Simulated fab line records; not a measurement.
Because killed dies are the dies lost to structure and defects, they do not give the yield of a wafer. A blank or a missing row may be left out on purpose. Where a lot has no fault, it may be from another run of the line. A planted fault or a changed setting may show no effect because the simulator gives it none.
fab line records    flow n5_finfet
record lots=7  wafers=39
route steps=1938 shown FIN_SAQP@100 HKMG_FIN@397 MOL_CONTACT_COAG@586
start_h: hours from the record's first day to the start of the lot's first wafer shown    wait_h: how many hours have passed since the lot's step before this one    " repeats the value in the row above    L1.1+2: several wafers, shown together as one row    - either no value or no given start    * or withheld: withheld    < > ~ a bound
route shown NAME@n: NAME is a module with steps in the file, n the number in the route of the first one    usual: the fault-free wafers' mean and standard deviation    same: alike in all rows    chamber/n: place in a boat    sites: each site's reading    _std_site: standard deviation of those values    _edge_site: mean of outer sites minus mean of inner sites    radius_mm: for every site, how far away it sits from the centre of the wafer    mask NAME#n: copy n    behind: the tool/chamber that last shaped the wafer    hold: why the lot went on hold/how many hours it stayed there/how the hold came to an end    device: the n, p or np transistor that did not switch    end of line: tests run on the same wafers once the route is complete    step lacking rows: just its recipe    killed: not the wafer's yield, but the dies lost to structure and defects at the first sort    map: dies across one wafer; x = killed, . = not, _ = none there
set.NAME: setting as actually run; set.NAME@STEP: the setting as run at that earlier step    model.NAME: the simulator's own value behind a step, which no gauge read
one table per step and one row per wafer, for lots whose settings were changed on purpose
## steps
# step N5_FIN_SAQP_PECVD_06
# recipe material=a-Si  target_thk_a=600  temp_c=400  precursor=SiH4/He  pressure_torr=3  rf_w=100  time_s=48.1
lot.wafer  tool      chamber  start_h  wait_h  set.time_s  model.a-Si_of_FIN_SAQP_PECVD_06.thk_nm
L079.1     pecvd-03  0        53.25    0.0     33.23       40.45
L079.2     "         2        "        "       48.1        59.95
L079.3     "         1        "        "       33.23       41.03
L079.4     "         1        "        "       48.1        59.43
L079.5     "         0        "        "       48.1        60.73
L079.6     "         2        "        "       33.23       41.36
L082.1     pecvd-03  0        70.93    0.0     48.1        58.99
L082.2     "         2        "        "       48.1        59.6
L082.3     "         1        "        "       48.1        59.05
L082.4     "         0        "        "       48.1        60.05
L082.5     "         2        "        "       48.1        59.61
L082.6     "         1        "        "       48.1        58.8
L089.1     pecvd-01  2        114.18   0.0     40.58       50.49
L089.2     "         0        "        "       48.1        59.16
L089.3     "         1        "        "       48.1        59.62
L089.4     "         1        "        "       40.58       50.64
L089.5     "         0        "        "       48.1        60.39
L089.6     "         2        "        "       40.58       51.19
L090.1     pecvd-01  2        118.65   0.0     48.1        59.19
L090.2     "         1        "        "       48.1        59.39
L090.3     "         0        "        "       48.1        59.73
L090.4     "         0        "        "       48.1        60.55
L090.5     "         1        "        "       48.1        61.1
L090.6     "         2        "        "       48.1        59.79
L094.1     pecvd-01  0        142.90   0.0     48.1        59.54
L094.2     "         2        "        "       48.1        60.01
L094.3     "         1        "        "       48.1        60.18
L094.4     "         0        "        "       48.1        59.74
L094.5     "         2        "        "       48.1        60.42
L094.6     "         1        "        "       48.1        60.48
L095.1     pecvd-03  1        147.03   0.0     48.1        59.1
L095.2     "         0        "        "       48.1        58.8
L095.6     "         0        "        "       48.1        58.98
L097.1     pecvd-04  2        160.11   0.0     48.1        59.98
L097.2     "         0        "        "       56.73       70.91
L097.3     "         1        "        "       56.73       70.21
L097.4     "         0        "        "       48.1        60.42
L097.5     "         2        "        "       48.1        60.67
L097.6     "         1        "        "       56.73       71.28
# step N5_FIN_SAQP_THK_MEAS_07
# usual thk_nm=59.9/0.75
lot.wafer  tool           chamber  start_h  wait_h  set.time_s@FIN_SAQP_PECVD_06  thk_nm
L079.1     film_metro-02  -        53.34    0.1     33.23                         40.5
L079.2     "              -        "        "       48.1                          60.0
L079.3     "              -        "        "       33.23                         41.0
L079.4     "              -        "        "       48.1                          59.4
L079.5     "              -        "        "       48.1                          60.7
L079.6     "              -        "        "       33.23                         41.4
L082.1     film_metro-01  -        71.02    0.1     48.1                          59.0
L082.2     "              -        "        "       48.1                          59.6
L082.3     "              -        "        "       48.1                          59.0
L082.4     "              -        "        "       48.1                          60.1
L082.5     "              -        "        "       48.1                          59.6
L082.6     "              -        "        "       48.1                          58.8
L089.1     film_metro-01  -        114.27   0.1     40.58                         50.5
L089.2     "              -        "        "       48.1                          59.2
L089.3     "              -        "        "       48.1                          59.6
L089.4     "              -        "        "       40.58                         50.6
L089.5     "              -        "        "       48.1                          60.4
L089.6     "              -        "        "       40.58                         51.2
L090.1     film_metro-02  -        118.74   0.1     48.1                          59.2
L090.2     "              -        "        "       48.1                          59.4
L090.3     "              -        "        "       48.1                          59.7
L090.4     "              -        "        "       48.1                          60.6
L090.5     "              -        "        "       48.1                          61.1
L090.6     "              -        "        "       48.1                          59.8
L094.1     film_metro-02  -        142.98   0.1     48.1                          59.6
L094.2     "              -        "        "       48.1                          60.0
L094.3     "              -        "        "       48.1                          60.2
L094.4     "              -        "        "       48.1                          59.8
L094.5     "              -        "        "       48.1                          60.4
L094.6     "              -        "        "       48.1                          60.5
L095.1     film_metro-02  -        147.12   0.1     48.1                          59.1
L095.2     "              -        "        "       48.1                          58.8
L095.6     "              -        "        "       48.1                          59.0
L097.1     film_metro-02  -        160.20   0.1     48.1                          60.0
L097.2     "              -        "        "       56.73                         70.9
L097.3     "              -        "        "       56.73                         70.2
L097.4     "              -        "        "       48.1                          60.4
L097.5     "              -        "        "       48.1                          60.7
L097.6     "              -        "        "       56.73                         71.3
# step N5_FIN_SAQP_HM_DEP_72
# recipe material=SiO2  target_thk_a=120  temp_c=400  precursor=SiH4/N2O  pressure_torr=0.75  rf_w=275  time_s=7.2
# step N5_FIN_SAQP_COAT_49
# recipe resist=SOC  temp_c=250  time_s=60  spin_rpm=1500  resist_thk_nm=100
# step N5_FIN_SAQP_HM_OPEN_73
# recipe chemistry=CHF3/O2  target=SiO2  stop_on=a-Si  target_depth_a=120  over_etch_frac=1.8  mask_material=SOC  time_s=16.8  pressure_mtorr=30  source_w=650  bias_w=170  Ar_flow_sccm=200  CHF3_flow_sccm=50  O2_flow_sccm=5  ion_energy_ev=200  ends=end_point
# step N5_FIN_SAQP_STRIP_74
# recipe chemistry=CHF3/O2  resist=SiARC  rf_frequency_hz=6e+07
# step N5_FIN_SAQP_MANDREL_ETCH_22
# recipe target_depth_a=600  chemistry=HBr/Cl2  target=a-Si  stop_on=SiNx  bt_time_s=10  over_etch_frac=0.5  time_s=30  pressure_mtorr=10  icp_w=800  bias_w=75  HBr_flow_sccm=150  Cl2_flow_sccm=80  ends=end_point
# usual oes_product_au=0.766/0.013
lot.wafer  tool       chamber  start_h  wait_h  set.time_s@FIN_SAQP_PECVD_06  oes_product_au  model.etch.depth_nm
L079.1     rie_si-04  1        57.37    0.0     33.23                         0.630           40.45
L079.2     "          3        "        "       48.1                          0.774           59.95
L079.3     "          2        "        "       33.23                         0.628           41.03
L079.4     "          0        "        "       48.1                          0.762           59.43
L079.5     "          2        "        "       48.1                          0.780           60.73
L079.6     "          1        "        "       33.23                         0.633           41.36
L082.1     rie_si-02  3        71.76    0.0     48.1                          0.738           58.99
L082.2     "          0        "        "       48.1                          0.773           59.6
L082.3     "          1        "        "       48.1                          0.753           59.05
L082.4     "          2        "        "       48.1                          0.757           60.05
L082.5     "          1        "        "       48.1                          0.761           59.61
L082.6     "          0        "        "       48.1                          0.779           58.8
L089.1     rie_si-06  2        115.51   0.0     40.58                         0.691           50.49
L089.2     "          0        "        "       48.1                          0.762           59.16
L089.3     "          1        "        "       48.1                          0.773           59.62
L089.4     "          0        "        "       40.58                         0.686           50.59
L089.5     "          2        "        "       48.1                          0.767           60.39
L089.6     "          1        "        "       40.58                         0.710           51.19
L090.1     rie_si-06  2        119.73   0.0     48.1                          0.757           59.19
L090.2     "          1        "        "       48.1                          0.767           59.39
L090.3     "          0        "        "       48.1                          0.761           59.73
L090.4     "          2        "        "       48.1                          0.767           60.55
L090.5     "          0        "        "       48.1                          0.766           61.1
L090.6     "          1        "        "       48.1                          0.772           59.79
L094.1     rie_si-04  2        143.73   0.0     48.1                          0.767           59.51
L094.2     "          1        "        "       48.1                          0.782           60.01
L094.3     "          3        "        "       48.1                          0.776           60.14
L094.4     "          0        "        "       48.1                          0.760           59.74
L094.5     "          1        "        "       48.1                          0.794           60.42
L094.6     "          0        "        "       48.1                          0.763           60.45
L095.1     rie_si-06  3        147.98   0.0     48.1                          0.741           59.05
L095.2     "          1        "        "       48.1                          0.770           58.8
L095.6     "          0        "        "       48.1                          0.759           58.98
L097.1     rie_si-04  3        161.06   0.0     48.1                          0.775           59.93
L097.2     "          1        "        "       56.73                         0.864           70.91
L097.3     "          0        "        "       56.73                         0.843           70.21
L097.4     "          2        "        "       48.1                          0.766           60.42
L097.5     "          2        "        "       48.1                          0.772           60.67
L097.6     "          3        "        "       56.73                         0.856           71.23
# step N5_HKMG_FIN_DEVELOP_48
# recipe develop_time_s=30  developer=TMAH  resist=CAR-ArF  rinse_liquid=diw  dry=air_spin  dev_temp_c=23
lot.wafer         tool            chamber  start_h  wait_h  set.develop_time_s
L079.1+4+6        litho_track-02  0        -        -       30
L079.2+3+5        "               0        "        "       20.68
L082.1+2+3        litho_track-02  0        -        -       45.15
L082.4+5+6        "               0        "        "       30
L089.1+2+3+4+5+6  litho_track-02  0        -        -       30
L090.1+2+4        litho_track-04  0        -        -       45.68
L090.3+5+6        "               0        "        "       30
L094.1+4+5        litho_track-02  0        -        -       30
L094.2+3+6        "               0        "        "       15.69
L095.1+2+6        litho_track-02  0        -        -       30
L097.1+2+3+4+5+6  litho_track-02  0        -        -       30
# step N5_HKMG_FIN_CD_MEAS_49
# recipe target_cd_nm=202  landing_energy_ev=500  detector=se_inlens  polarity=opening
# usual cd_nm=201.8/0.72
lot.wafer  tool       chamber  start_h  wait_h  set.develop_time_s@HKMG_FIN_DEVELOP_48  cd_nm
L079.1     cd_sem-01  0        113.18   -       30                                      201.5
L079.2     "          0        "        "       20.68                                   198.9
L079.3     "          0        "        "       20.68                                   199.8
L079.4     "          0        "        "       30                                      202.2
L079.5     "          0        "        "       20.68                                   199.9
L079.6     "          0        "        "       30                                      201.1
L082.1     cd_sem-01  0        121.01   -       45.15                                   203.5
L082.2     "          0        "        "       45.15                                   203.0
L082.3     "          0        "        "       45.15                                   202.9
L082.4     "          0        "        "       30                                      200.9
L082.5     "          0        "        "       30                                      200.4
L082.6     "          0        "        "       30                                      201.7
L089.1     cd_sem-01  0        168.34   -       30                                      201.5
L089.2     "          0        "        "       30                                      201.6
L089.3     "          0        "        "       30                                      201.7
L089.4     "          0        "        "       30                                      201.5
L089.5     "          0        "        "       30                                      202.0
L089.6     "          0        "        "       30                                      201.9
L090.1     cd_sem-03  0        176.30   -       45.68                                   204.9
L090.2     "          0        "        "       45.68                                   203.5
L090.3     "          0        "        "       30                                      201.5
L090.4     "          0        "        "       45.68                                   204.3
L090.5     "          0        "        "       30                                      201.9
L090.6     "          0        "        "       30                                      201.8
L094.1     cd_sem-03  0        196.65   -       30                                      201.3
L094.2     "          0        "        "       15.69                                   197.8
L094.3     "          0        "        "       15.69                                   197.4
L094.4     "          0        "        "       30                                      202.4
L094.5     "          0        "        "       30                                      201.0
L094.6     "          0        "        "       15.69                                   197.9
L095.1     cd_sem-03  0        206.58   -       30                                      201.2
L095.2     "          0        "        "       30                                      200.6
L095.6     "          0        "        "       30                                      201.4
L097.1     cd_sem-02  0        218.04   -       30                                      202.2
L097.2     "          0        "        "       30                                      202.0
L097.3     "          0        "        "       30                                      201.7
L097.4     "          0        "        "       30                                      202.2
L097.5     "          0        "        "       30                                      201.8
L097.6     "          0        "        "       30                                      201.4
# step N5_HKMG_FIN_DESCUM_53
# recipe chemistry=O2  time_s=7.9  source_power_w=50  bias_power_w=20  pressure_mtorr=20  rf_frequency_hz=2.712e+07  temp_c=40  resist=CAR-ArF  o2_flow_sccm=225
# step N5_HKMG_FIN_ETCH_54
# recipe chemistry=CF4  target=SiARC  target_depth_a=455  mask_material=CAR-ArF  time_s=75.8  ion_energy_ev=80  pressure_mtorr=40  source_w=545  bias_w=36  Ar_flow_sccm=100  cf4_flow_sccm=100  ends=cleared
lot.wafer   tool         chamber  start_h  wait_h  set.develop_time_s@HKMG_FIN_DEVELOP_48  model.HKMG_FIN.cd_offset_nm
L079.1      rie_diel-03  3        113.30   0.0     30                                      -1
L079.2      "            1        "        "       20.68                                   -3.2
L079.3+5    "            2,0      "        "       20.68                                   -2.6
L079.4      "            0        "        "       30                                      0
L079.6      "            3        "        "       30                                      -0.8
L082.1+2    rie_diel-06  1,0      121.16   0.0     45.15                                   1.4
L082.3      "            2        "        "       45.15                                   1
L082.4      "            3        "        "       30                                      -1
L082.5      "            2        "        "       30                                      -1.6
L082.6      "            1        "        "       30                                      -0.4
L089.1+4    rie_diel-06  0,3      168.47   0.0     30                                      -0.4
L089.2+3+5  "            2,1,3    "        "       30                                      -0.6
L089.6      "            2        "        "       30                                      -0.8
L090.1      rie_diel-06  2        176.42   0.0     45.68                                   2.4
L090.2      "            3        "        "       45.68                                   1.4
L090.3      "            0        "        "       30                                      -0.8
L090.4      "            1        "        "       45.68                                   2
L090.5      "            0        "        "       30                                      -0.4
L090.6      "            3        "        "       30                                      -0.6
L094.1+5    rie_diel-02  3        196.77   0.0     30                                      -0.6
L094.2      "            1        "        "       15.69                                   -4.2
L094.3      "            2        "        "       15.69                                   -4.8
L094.4      "            0        "        "       30                                      0
L094.6      "            2        "        "       15.69                                   -4
L095.1      rie_diel-02  1        206.99   0.0     30                                      -0.4
L095.2      "            0        "        "       30                                      -1
L095.6      "            0        "        "       30                                      -0.2
L097.1+4+5  rie_diel-03  3,1,0    218.18   0.0     30                                      -0.2
L097.2      "            0        "        "       30                                      0
L097.3+6    "            2,3      "        "       30                                      -0.8
# step N5_MOL_CONTACT_COAG_VIA_ETCH_46
# recipe chemistry=C4F6/O2  target_depth_a=460  overetch_a=92  mask_material=SOC  target=SiO2  bias_w=455  pressure_mtorr=10  time_s=40  source_w=325  Ar_flow_sccm=300  C4F6_flow_sccm=10  O2_flow_sccm=10  ion_energy_ev=575.3  ends=end_point
lot.wafer  tool         chamber  start_h  wait_h  set.target_depth_a  model.etch.depth_nm  model.SOC_of_MOL_CONTACT_COAG_COAT_75.thk_nm
L079.1     rie_diel-03  2        138.01   0.0     279                 37.56                52.6
L079.2     "            3        "        "       279                 37.64                52.8
L079.3     "            0        "        "       460                 45.88                50.6
L079.4     "            1        "        "       279                 36.48                52.8
L079.5     "            2        "        "       460                 46.32                50.4
L079.6     "            3        "        "       460                 47.5                 50.4
L082.1     rie_diel-06  2        150.15   0.0     460                 45.83                51
L082.2     "            3        "        "       460                 46.37                50.8
L082.3     "            1        "        "       460                 45.68                50.6
L082.4     "            0        "        "       460                 47.2                 50.8
L082.5     "            3        "        "       460                 46.42                50.4
L082.6     "            0        "        "       460                 47.03                50.8
L089.1     rie_diel-06  0        196.50   0.0     282.9               37.4                 53
L089.2     "            2        "        "       282.9               35.62                53.2
L089.3     "            1        "        "       460                 45.95                50.6
L089.4     "            3        "        "       460                 46.33                50.6
L089.5     "            3        "        "       460                 46.68                50.8
L089.6     "            0        "        "       282.9               37.03                53
L090.1     rie_diel-02  0        205.43   0.0     460                 46.19                51.2
L090.2     "            2        "        "       460                 45.74                50.8
L090.3     "            3        "        "       460                 44.96                51
L090.4     "            1        "        "       460                 46.45                51
L090.5     "            3        "        "       460                 46.93                50.8
L090.6     "            0        "        "       460                 45.96                51.2
L094.1     rie_diel-03  3        224.37   0.0     460                 46.39                50.8
L094.2     "            0        "        "       460                 45.82                50.8
L094.3     "            2        "        "       460                 45.14                51
L094.4     "            1        "        "       460                 47.01                50.8
L094.5     "            2        "        "       460                 46.29                50.8
L094.6     "            1        "        "       460                 47.3                 50.6
L095.1     rie_diel-06  0        237.92   0.0     460                 45.44                50.8
L095.2     "            1        "        "       460                 44.83                50.8
L095.6     "            0        "        "       460                 46.51                51
L097.1     rie_diel-03  1        244.72   0.0     252.9               33.63                53.4
L097.2     "            0        "        "       252.9               34.42                53.2
L097.3     "            3        "        "       460                 46.04                50.8
L097.4     "            2        "        "       460                 46.89                50.8
L097.5     "            2        "        "       252.9               34.28                53.2
L097.6     "            3        "        "       460                 46.14                51
# step N5_MOL_CONTACT_COAG_STRIP_96
# recipe chemistry=N2/H2  power_w=500  temp_c=40  pressure_mtorr=50  rf_frequency_hz=6e+07  overash_fraction=0.3  bias_power_w=28  h2_frac=0.5  n2_flow_sccm=300  h2_flow_sccm=300
# step N5_MOL_CONTACT_COAG_ETCH_47
# recipe chemistry=CH3F/O2  target=SiNx  target_depth_a=270  mask_material=SiO2  stop_on=W  over_etch_frac=0.2  ion_energy_ev=120  endpoint=OES-CN  pressure_mtorr=30  source_w=395  bias_w=73  Ar_flow_sccm=150  CH3F_flow_sccm=30  O2_flow_sccm=20  ends=end_point
# usual etch_rf_on_time_s=31.3/0.6  oes_product_au=0.74/0.059
lot.wafer  tool         chamber  start_h  wait_h  set.target_depth_a@MOL_CONTACT_COAG_VIA_ETCH_46  etch_rf_on_time_s  oes_product_au  model.etch.over_etch_s
L079.1     rie_diel-03  2        138.12   0.0     279                                              50.8               0.34            0
L079.2     "            3        "        "       279                                              50.8               0.28            0
L079.3     "            0        "        "       460                                              31.0               0.75            5.16
L079.4     "            1        "        "       279                                              50.8               0.34            0
L079.5     "            2        "        "       460                                              30.9               0.80            5.148
L079.6     "            3        "        "       460                                              30.7               0.68            5.115
L082.1     rie_diel-06  2        150.26   0.0     460                                              31.9               0.74            5.313
L082.2     "            3        "        "       460                                              30.9               0.72            5.14
L082.3     "            1        "        "       460                                              31.2               0.68            5.202
L082.4     "            0        "        "       460                                              30.8               0.80            5.135
L082.5     "            3        "        "       460                                              30.8               0.72            5.124
L082.6     "            0        "        "       460                                              31.1               0.79            5.176
L089.1     rie_diel-06  0        196.60   0.0     282.9                                            50.8               0.33            0
L089.2     "            2        "        "       282.9                                            50.8               0.30            0
L089.3     "            1        "        "       460                                              31.9               0.65            5.313
L089.4     "            3        "        "       460                                              31.1               0.71            5.182
L089.5     "            3        "        "       460                                              31.1               0.71            5.187
L089.6     "            0        "        "       282.9                                            50.8               0.32            0
L090.1     rie_diel-02  0        205.53   0.0     460                                              32.2               0.64            5.372
L090.2     "            2        "        "       460                                              30.7               0.80            5.118
L090.3     "            3        "        "       460                                              31.5               0.67            5.252
L090.4     "            1        "        "       460                                              31.7               0.74            5.29
L090.5     "            3        "        "       460                                              31.5               0.68            5.255
L090.6     "            0        "        "       460                                              32.2               0.64            5.366
L094.1     rie_diel-03  3        224.48   0.0     460                                              30.4               0.67            5.065
L094.2     "            0        "        "       460                                              31.1               0.73            5.178
L094.3     "            2        "        "       460                                              30.4               0.76            5.073
L094.4     "            1        "        "       460                                              31.2               0.78            5.203
L094.5     "            2        "        "       460                                              30.2               0.76            5.038
L094.6     "            1        "        "       460                                              31.3               0.78            5.215
L095.1     rie_diel-06  0        238.02   0.0     460                                              31.3               0.75            5.211
L095.2     "            1        "        "       460                                              31.4               0.65            5.232
L095.6     "            0        "        "       460                                              31.3               0.75            5.224
L097.1     rie_diel-03  1        244.82   0.0     252.9                                            50.8               0.32            0
L097.2     "            0        "        "       252.9                                            50.8               0.30            0
L097.3     "            3        "        "       460                                              30.8               0.66            5.135
L097.4     "            2        "        "       460                                              31.0               0.74            5.165
L097.5     "            2        "        "       252.9                                            50.8               0.31            0
L097.6     "            3        "        "       460                                              30.9               0.66            5.147
# step N5_MOL_CONTACT_COAG_STRIP_119
# recipe chemistry=N2/H2  time_s=30  power_w=1000  temp_c=250  pressure_mtorr=withheld  n2_flow_sccm=1750  h2_flow_sccm=3250
# step N5_MOL_CONTACT_COAG_PRECLEAN_144
# recipe chemistry=alkaline_clean  temp_c=60  time_s=60  do_ppb=50
# step N5_MOL_CONTACT_COAG_STRIP_120
# recipe chemistry=CHF3  resist=SiARC  rf_frequency_hz=6e+07
# step N5_MOL_CONTACT_COAG_VIA_ETCH_117
# recipe chemistry=C4F6/O2  target_depth_a=400  overetch_a=80  mask_material=SOC  target=SiO2  bias_w=455  pressure_mtorr=10  time_s=26  source_w=325  Ar_flow_sccm=300  C4F6_flow_sccm=10  O2_flow_sccm=10  ion_energy_ev=575.3  ends=end_point
# step N5_MOL_CONTACT_COAG_ETCH_124
# recipe chemistry=CH3F/O2  target=SiNx  target_depth_a=65  mask_material=SOC  stop_on=SiOC  over_etch_frac=0.3  ion_energy_ev=120  pressure_mtorr=30  source_w=395  bias_w=73  Ar_flow_sccm=150  CH3F_flow_sccm=30  O2_flow_sccm=20  ends=end_point
# usual oes_product_au=0.71/0.055
lot.wafer  tool         chamber  start_h  wait_h  set.target_depth_a@MOL_CONTACT_COAG_VIA_ETCH_46  oes_product_au
L079.1     rie_diel-03  3        139.39   0.0     279                                              0.29
L079.2     "            2        "        "       279                                              0.34
L079.3     "            0        "        "       460                                              0.72
L079.4     "            1        "        "       279                                              0.34
L079.5     "            2        "        "       460                                              0.76
L079.6     "            3        "        "       460                                              0.65
L082.1     rie_diel-06  0        151.43   0.0     460                                              0.76
L082.2     "            3        "        "       460                                              0.69
L082.3     "            1        "        "       460                                              0.64
L082.4     "            2        "        "       460                                              0.72
L082.5     "            0        "        "       460                                              0.75
L082.6     "            3        "        "       460                                              0.68
L089.1     rie_diel-03  2        197.90   0.0     282.9                                            0.32
L089.2     "            3        "        "       282.9                                            0.28
L089.3     "            0        "        "       460                                              0.71
L089.4     "            1        "        "       460                                              0.76
L089.5     "            2        "        "       460                                              0.74
L089.6     "            1        "        "       282.9                                            0.33
L090.1     rie_diel-06  2        207.06   0.0     460                                              0.70
L090.2     "            1        "        "       460                                              0.63
L090.3     "            0        "        "       460                                              0.73
L090.4     "            3        "        "       460                                              0.67
L090.5     "            1        "        "       460                                              0.63
L090.6     "            0        "        "       460                                              0.74
L094.1     rie_diel-03  3        225.77   0.0     460                                              0.63
L094.2     "            0        "        "       460                                              0.70
L094.3     "            2        "        "       460                                              0.73
L094.4     "            1        "        "       460                                              0.75
L094.5     "            3        "        "       460                                              0.63
L094.6     "            2        "        "       460                                              0.73
L095.1     rie_diel-06  1        239.58   0.0     460                                              0.62
L095.2     "            0        "        "       460                                              0.71
L095.6     "            2        "        "       460                                              0.69
L097.1     rie_diel-06  0        246.81   0.0     252.9                                            0.31
L097.2     "            2        "        "       252.9                                            0.30
L097.3     "            1        "        "       460                                              0.61
L097.4     "            3        "        "       460                                              0.66
L097.5     "            1        "        "       252.9                                            0.28
L097.6     "            2        "        "       460                                              0.68
# step N5_MOL_CONTACT_COAG_ETCH_48
# recipe chemistry=C4F6/O2  target_depth_a=150  overetch_a=45  mask_material=SOC  target=SiOC  bias_w=465  pressure_mtorr=10  time_s=17  source_w=335  Ar_flow_sccm=300  C4F6_flow_sccm=10  O2_flow_sccm=10  ion_energy_ev=576
# usual oes_product_au=0.70/0.061
lot.wafer  tool         chamber  start_h  wait_h  set.target_depth_a@MOL_CONTACT_COAG_VIA_ETCH_46  oes_product_au
L079.1     rie_diel-03  3        139.43   0.0     279                                              0.29
L079.2     "            2        "        "       279                                              0.33
L079.3     "            0        "        "       460                                              0.70
L079.4     "            1        "        "       279                                              0.34
L079.5     "            2        "        "       460                                              0.75
L079.6     "            3        "        "       460                                              0.58
L082.1     rie_diel-06  0        151.47   0.0     460                                              0.69
L082.2     "            3        "        "       460                                              0.71
L082.3     "            1        "        "       460                                              0.67
L082.4     "            2        "        "       460                                              0.76
L082.5     "            0        "        "       460                                              0.73
L082.6     "            3        "        "       460                                              0.73
L089.1     rie_diel-03  2        197.94   0.0     282.9                                            0.32
L089.2     "            3        "        "       282.9                                            0.28
L089.3     "            0        "        "       460                                              0.72
L089.4     "            1        "        "       460                                              0.76
L089.5     "            2        "        "       460                                              0.75
L089.6     "            1        "        "       282.9                                            0.34
L090.1     rie_diel-06  2        207.10   0.0     460                                              0.73
L090.2     "            1        "        "       460                                              0.63
L090.3     "            0        "        "       460                                              0.78
L090.4     "            3        "        "       460                                              0.65
L090.5     "            1        "        "       460                                              0.65
L090.6     "            0        "        "       460                                              0.78
L094.1     rie_diel-03  3        225.81   0.0     460                                              0.57
L094.2     "            0        "        "       460                                              0.60
L094.3     "            2        "        "       460                                              0.70
L094.4     "            1        "        "       460                                              0.68
L094.5     "            3        "        "       460                                              0.60
L094.6     "            2        "        "       460                                              0.65
L095.1     rie_diel-06  1        239.62   0.0     460                                              0.66
L095.2     "            0        "        "       460                                              0.71
L095.6     "            2        "        "       460                                              0.73
L097.1     rie_diel-06  0        246.85   0.0     252.9                                            0.31
L097.2     "            2        "        "       252.9                                            0.30
L097.3     "            1        "        "       460                                              0.61
L097.4     "            3        "        "       460                                              0.64
L097.5     "            1        "        "       252.9                                            0.27
L097.6     "            2        "        "       460                                              0.67
## key
split step=N5_FIN_SAQP_PECVD_06  setting=time_s  stated=48.1  by=wafer
response step=N5_FIN_SAQP_PECVD_06  reading=model.a-Si_of_FIN_SAQP_PECVD_06.thk_nm  change=+0.603  per=1%  r=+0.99
response step=N5_FIN_SAQP_THK_MEAS_07  reading=thk_nm  change=*  per=1%  r=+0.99
response step=N5_FIN_SAQP_MANDREL_ETCH_22  reading=oes_product_au  change=+0.0046  per=1%  r=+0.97
response step=N5_FIN_SAQP_MANDREL_ETCH_22  reading=model.etch.depth_nm  change=+0.603  per=1%  r=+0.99
split step=N5_HKMG_FIN_DEVELOP_48  setting=develop_time_s  stated=30  by=wafer
response step=N5_HKMG_FIN_CD_MEAS_49  reading=cd_nm  change=+0.0574  per=1%  r=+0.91
response step=N5_HKMG_FIN_ETCH_54  reading=model.HKMG_FIN.cd_offset_nm  change=+0.059  per=1%  r=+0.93
split step=N5_MOL_CONTACT_COAG_VIA_ETCH_46  setting=target_depth_a  stated=460  by=wafer
response step=N5_MOL_CONTACT_COAG_VIA_ETCH_46  reading=model.etch.depth_nm  change=+0.255  per=1%  r=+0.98
response step=N5_MOL_CONTACT_COAG_VIA_ETCH_46  reading=model.SOC_of_MOL_CONTACT_COAG_COAT_75.thk_nm  change=-0.0573  per=1%  r=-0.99
response step=N5_MOL_CONTACT_COAG_ETCH_47  reading=etch_rf_on_time_s  change=*  per=1%  r=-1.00
response step=N5_MOL_CONTACT_COAG_ETCH_47  reading=oes_product_au  change=+0.00947  per=1%  r=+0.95
response step=N5_MOL_CONTACT_COAG_ETCH_47  reading=model.etch.over_etch_s  change=+0.126  per=1%  r=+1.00
response step=N5_MOL_CONTACT_COAG_ETCH_124  reading=oes_product_au  change=+0.00941  per=1%  r=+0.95
response step=N5_MOL_CONTACT_COAG_ETCH_48  reading=oes_product_au  change=+0.00909  per=1%  r=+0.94
